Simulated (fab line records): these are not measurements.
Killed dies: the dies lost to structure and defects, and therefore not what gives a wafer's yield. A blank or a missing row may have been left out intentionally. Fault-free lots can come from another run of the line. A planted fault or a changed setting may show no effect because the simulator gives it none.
Chamber matching | flow n5 finfet | N5_BEOL_M0_SAQP_MANDREL2_REMOVE_110 on rie si-01 has 4 sister chambers
The step chemistry HBr/Cl2/O2, target a-Si, stops on SiCN, bt time 10 s. 14 wafers are shown with their chamber, then 7 later ones without.

EACH WAFER AND ITS CHAMBER
wafer  | chamber | throttle valve pct (%) | drypump motor current A (A) | oes product au (a.u.)
L081.1 | 3       | 36.9                   | 5.6                         | 1.009
L081.5 | 3       | 36.9                   | 5.6                         | 1.033
L081.6 | 2       | 36.2                   | 5.8                         | 1.003
L083.1 | 1       | 37.1                   | 5.6                         | 0.999
L083.2 | 2       | 36.2                   | 5.9                         | 0.996
L083.5 | 2       | 36.2                   | 5.9                         | 0.996
L084.1 | 2       | 36.2                   | 5.9                         | 0.997
L084.3 | 3       | 36.9                   | 5.6                         | 1.018
L084.4 | 1       | 37.2                   | 5.6                         | 0.999
L085.1 | 0       | 36.9                   | 6.0                         | 1.016
L085.2 | 3       | 36.9                   | 5.6                         | 1.020
L085.6 | 2       | 36.2                   | 5.9                         | 1.017
L089.1 | 3       | 36.9                   | 5.6                         | 1.029
L089.2 | 2       | 36.2                   | 5.8                         | 1.012

SIGNATURES (averages over the wafers above)
reading                 | chamber 0 | chamber 1 | chamber 2 | chamber 3 | scatter within a chamber
throttle valve pct      | 36.900    | 37.150    | 36.200    | 36.900    | 0.0224
drypump motor current A | 6.000     | 5.600     | 5.867     | 5.600     | 0.0365
oes product au          | 1.01600   | 0.99900   | 1.00350   | 1.02180   | 0.00877
Rule: a wafer lies at a distance from a chamber equal to the root of the sum of squares, over the readings, of (its reading less the chamber's mean, divided by the reading's scatter). The wafer belongs to the nearest chamber; if the next one is less than 2 further off, it can't be placed. The scatter: take each reading less its chamber's mean, square it, sum over the shown wafers, divide by the number of wafers less the number of chambers, and take the root.

WAFERS WITHOUT THEIR CHAMBER
wafer  | throttle valve pct (%) | drypump motor current A (A) | oes product au (a.u.)
L089.5 | 37.1                   | 5.6                         | 0.995
L091.1 | 36.1                   | 5.9                         | 1.018
L091.2 | 36.9                   | 5.6                         | 1.026
L091.6 | 36.9                   | 5.6                         | 1.015
L094.2 | 36.2                   | 5.9                         | 1.013
L094.3 | 37.1                   | 5.6                         | 1.005
L094.5 | 36.9                   | 6.0                         | 1.018

CHAMBER TAKEN BY EACH
wafer  | from the rows above | in truth
L089.5 | 1                   | 1
L091.1 | 2                   | 2
L091.2 | 3                   | 3
L091.6 | 3                   | 3
L094.2 | 2                   | 2
L094.3 | 1                   | 1
L094.5 | 0                   | 0
Correctly placed: 7 of 7. From these rows, 0 cannot be placed. Placed wrongly: 0.
